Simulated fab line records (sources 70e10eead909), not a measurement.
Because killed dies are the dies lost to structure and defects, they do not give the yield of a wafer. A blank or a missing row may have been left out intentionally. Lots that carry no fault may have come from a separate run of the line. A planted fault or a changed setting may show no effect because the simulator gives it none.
Tool commonality check -- flow nandHarc -- Lots sampled 10, wafers sampled 30

## REASON FOR OPENING
On 3 of the 10 lots, a flag is raised at NHARC_A_CHANNEL_HOLE_D1_CD_MEAS_30 on the reading cdNm. No-fault wafers: 89.6 nm, standard deviation 1.2.
Rule: flag the lot when none of its wafers has a number, or when each of its wafers that has one lies beyond 4 standard deviations from that mean. As for the other lots, they are considered sound.

lot,measured,on,"cdNm (nm), wafer by wafer",flag
L118,day 10 11:15,cdSem-01,-0.2 -0.4 0.1,FLAGGED
L116,day 10 11:26,cdSem-03,-0.2 1.4 1.7,FLAGGED
L113,day 10 15:29,cdSem-03,-0.1 0.0 -0.6,FLAGGED
L122,day 11 13:01,cdSem-03,91.0 90.5 90.3,
L121,day 11 18:09,cdSem-02,90.5 91.4 90.5,
L123,day 12 09:23,cdSem-03,89.5 89.5 88.7,
L125,day 12 15:21,cdSem-01,87.6 89.2 87.6,
L124,day 12 16:00,cdSem-03,87.0 87.7 87.7,
L128,day 13 10:44,cdSem-02,89.2 88.8 87.7,
L131,day 14 16:14,cdSem-01,89.1 90.6 91.7,
The mean of the flagged lots' numbers is 0.2 nm, -89.4 nm from the usual (-75 standard deviations).

## WHICH TOOL EACH LOT WENT THROUGH
The record holds 2 process steps before the reading, out of a route of 1159 steps. Every cell lists first the tool, next ch and the chambers used by the sampled wafers, and last the start.
lot,flag,NHARC_A_CHANNEL_HOLE_D1_ETCH_25,NHARC_A_CHANNEL_HOLE_D1_ETCH_44
L118,FLAGGED,"harEtch-01 ch 0,1, day 10 08:38","rieDiel-12 ch 0,2,3, day 10 10:28"
L116,FLAGGED,"harEtch-02 ch 0, day 10 08:49","rieDiel-10 ch 1,2, day 10 10:39"
L113,FLAGGED,"harEtch-01 ch 0,1, day 10 12:49","rieDiel-10 ch 0,2,3, day 10 14:40"
L122,,"harEtch-01 ch 0,1, day 11 10:32","rieDiel-12 ch 1,2,3, day 11 12:14"
L121,,"harEtch-02 ch 0,1, day 11 15:40","rieDiel-10 ch 1,2,3, day 11 17:21"
L123,,"harEtch-02 ch 0,1, day 12 06:46","rieDiel-12 ch 0,3, day 12 08:36"
L125,,"harEtch-01 ch 0,1, day 12 12:44","rieDiel-10 ch 0,1, day 12 14:34"
L124,,"harEtch-02 ch 1, day 12 13:23","rieDiel-12 ch 1,2, day 12 15:13"
L128,,"harEtch-02 ch 0,1, day 13 08:06","rieDiel-12 ch 1,2, day 13 09:56"
L131,,"harEtch-02 ch 0,1, day 14 13:37","rieDiel-10 ch 0,1,3, day 14 15:27"
What the steps here do:
- NHARC_A_CHANNEL_HOLE_D1_ETCH_25: etches the open film in C4F8/O2/Ar, time 1040.2 s, target depth 1500 nm.
- NHARC_A_CHANNEL_HOLE_D1_ETCH_44: etches the open film in CF4/O2, target depth 140 nm, overetch 14 nm, time 77 s.
- NHARC_A_CHANNEL_HOLE_D1_CD_MEAS_30

## FLAGGED AGAINST TOTAL, ONE TOOL AT A TIME (gauges that did the reading follow at the end)
step,tool,lots run,flagged,share of the flagged lots,sound lots run after its first flagged lot
NHARC_A_CHANNEL_HOLE_D1_ETCH_25,harEtch-01,4,2,some,"2 (L122,L125)"
NHARC_A_CHANNEL_HOLE_D1_ETCH_25,harEtch-02,6,1,some,"5 (L121,L123,L124,L128,L131)"
NHARC_A_CHANNEL_HOLE_D1_ETCH_44,rieDiel-10,5,2,some,"3 (L121,L125,L131)"
NHARC_A_CHANNEL_HOLE_D1_ETCH_44,rieDiel-12,5,1,some,"4 (L122,L123,L124,L128)"
NHARC_A_CHANNEL_HOLE_D1_CD_MEAS_30,cdSem-01,3,1,some,"2 (L125,L131)"
NHARC_A_CHANNEL_HOLE_D1_CD_MEAS_30,cdSem-02,2,0,none,-
NHARC_A_CHANNEL_HOLE_D1_CD_MEAS_30,cdSem-03,5,2,some,"3 (L122,L123,L124)"

## THE TABLE: WHAT IT ALLOWS
No row of the table ran every flagged lot.

## WHAT HAD BEEN PUT IN BY THE SIMULATOR
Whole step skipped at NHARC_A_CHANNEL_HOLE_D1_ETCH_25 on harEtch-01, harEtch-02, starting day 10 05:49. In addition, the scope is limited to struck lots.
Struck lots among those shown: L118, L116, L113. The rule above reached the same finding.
